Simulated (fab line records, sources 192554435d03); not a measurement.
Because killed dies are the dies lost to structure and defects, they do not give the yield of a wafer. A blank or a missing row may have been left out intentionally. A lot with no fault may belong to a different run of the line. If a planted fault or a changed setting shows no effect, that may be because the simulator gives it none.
Chamber matching / flow n5-finfet / rie-diel-03 running N5_FIN_SAQP_DESCUM_21: 4 sister chambers
The step chemistry O2, time 7.9 s. 4 wafers are shown with their chamber, then 7 later ones without.

## WAFERS, EACH WITH ITS CHAMBER
wafer=L081.5; chamber=3; showerhead-plenum-p-Torr (Torr)=1.99
wafer=L084.2; chamber=0; showerhead-plenum-p-Torr (Torr)=2.09
wafer=L090.1; chamber=1; showerhead-plenum-p-Torr (Torr)=2.04
wafer=L090.4; chamber=2; showerhead-plenum-p-Torr (Torr)=1.99

## WAFERS WITHOUT THEIR CHAMBER
wafer=L090.5; showerhead-plenum-p-Torr (Torr)=2.04
wafer=L091.2; showerhead-plenum-p-Torr (Torr)=1.98
wafer=L091.3; showerhead-plenum-p-Torr (Torr)=2.08
wafer=L091.4; showerhead-plenum-p-Torr (Torr)=2.03
wafer=L096.3; showerhead-plenum-p-Torr (Torr)=1.98
wafer=L096.4; showerhead-plenum-p-Torr (Torr)=1.98
wafer=L096.5; showerhead-plenum-p-Torr (Torr)=1.98

## THE CHAMBER EACH PASSED THROUGH
wafer=L090.5; from the rows above=1; in truth=1
wafer=L091.2; from the rows above=can't be placed: 2 or 3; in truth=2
wafer=L091.3; from the rows above=0; in truth=0
wafer=L091.4; from the rows above=1; in truth=1
wafer=L096.3; from the rows above=can't be placed: 2 or 3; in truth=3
wafer=L096.4; from the rows above=can't be placed: 2 or 3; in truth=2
wafer=L096.5; from the rows above=can't be placed: 2 or 3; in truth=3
Correctly placed: 3 of 7. Not placeable from these rows: 4 (in 4, the candidates include the true chamber). Placed wrongly: 0.
How it was worked out, from the rows above alone: a wafer's distance from a chamber is the root of the sum, over the readings, of the square of ((its reading less the chamber's mean) divided by the reading's scatter). If the next closest chamber is less than 2 further off than the closest, the wafer can't be placed; otherwise it belongs to the closest. A chamber's mean is the mean of its shown wafers. The scatter (one wafer shown for each chamber): square how far every hidden wafer sits from the nearest shown wafer, average those squares and take the square root.
